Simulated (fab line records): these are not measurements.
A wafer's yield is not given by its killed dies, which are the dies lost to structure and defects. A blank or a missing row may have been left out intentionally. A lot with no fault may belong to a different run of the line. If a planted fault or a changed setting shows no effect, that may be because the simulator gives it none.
Which tool did it? | flow n5Finfet | 66 wafers sampled from 22 lots at 1 step of a route of 1938

== WHAT EACH GAUGE READ, for each wafer ==
N5_BEOL_M9_CD_MEAS_18: pitch 140 nm, target cd 70 nm. Usual: 69.8 nm for cdNm, sd 0.52.
lot  | measured     | on       | cdNm (nm)      | flag
L074 | day 10 12:07 | cdSem-03 | 69.5 70.8 70.4 | 
L076 | day 10 17:09 | cdSem-03 | 69.2 69.6 69.4 | 
L075 | day 10 19:38 | cdSem-01 | 69.5 69.7 69.4 | 
L079 | day 11 00:34 | cdSem-03 | 70.0 70.8 70.2 | 
L078 | day 11 09:53 | cdSem-01 | 69.0 70.5 68.9 | 
L081 | day 11 23:02 | cdSem-02 | 70.1 70.2 69.7 | 
L082 | day 11 23:28 | cdSem-03 | 70.2 69.2 70.2 | 
L077 | day 12 09:05 | cdSem-03 | 70.4 69.9 69.4 | 
L080 | day 12 09:15 | cdSem-01 | 70.2 68.9 69.5 | 
L083 | day 12 20:26 | cdSem-02 | 70.2 69.7 69.9 | 
L085 | day 13 06:36 | cdSem-02 | 70.1 69.6 70.0 | 
L086 | day 13 10:51 | cdSem-02 | 69.4 69.5 69.6 | 
L088 | day 13 12:01 | cdSem-03 | 69.2 69.7 69.8 | 
L087 | day 13 17:44 | cdSem-01 | 69.5 70.2 69.6 | 
L089 | day 14 10:34 | cdSem-03 | 70.1 69.4 68.7 | 
L091 | day 14 20:00 | cdSem-03 | 68.6 69.5 68.7 | 
L092 | day 14 23:47 | cdSem-03 | 70.5 69.4 70.7 | 
L094 | day 15 08:45 | cdSem-02 | 70.3 70.3 69.9 | 
L095 | day 15 09:01 | cdSem-01 | 70.0 69.4 68.9 | 
L093 | day 15 09:04 | cdSem-03 | 70.2 70.3 69.9 | 
L096 | day 15 09:14 | cdSem-03 | 70.2 69.7 69.1 | 
L097 | day 15 13:01 | cdSem-03 | 70.1 70.1 69.7 | 

== WHAT TOOL EACH LOT RAN ON (gives the tool, then ch and the chambers of the sampled wafers, and finally the start) ==
The record holds no process step before these readings.

== AS READ BY THE TOOLS THEMSELVES (means over the sampled wafers that have a number; for cases with no such wafer, the mark the record gives instead) ==
The record holds no such reading with a usual standard deviation.

== THE ANSWER, worked out from the rows above alone ==
Rule: lot off if the mean of its wafers having a number is beyond 3 standard deviations from the usual mean. Also off: a lot with no number at a reading for which 4 or more lots have one. Any other lot the step has rows for is counted as sound. Order of review: gauges by route order, followed by the tools' own readings, for which a lot's mean as printed above is used. At the first step where some lot is off, the reading lying furthest off is the one used; lots without a number count as furthest.
Across all readings shown, no lot is off: no conclusion can be drawn from this.

== WHAT THE SIMULATOR PUT IN ==
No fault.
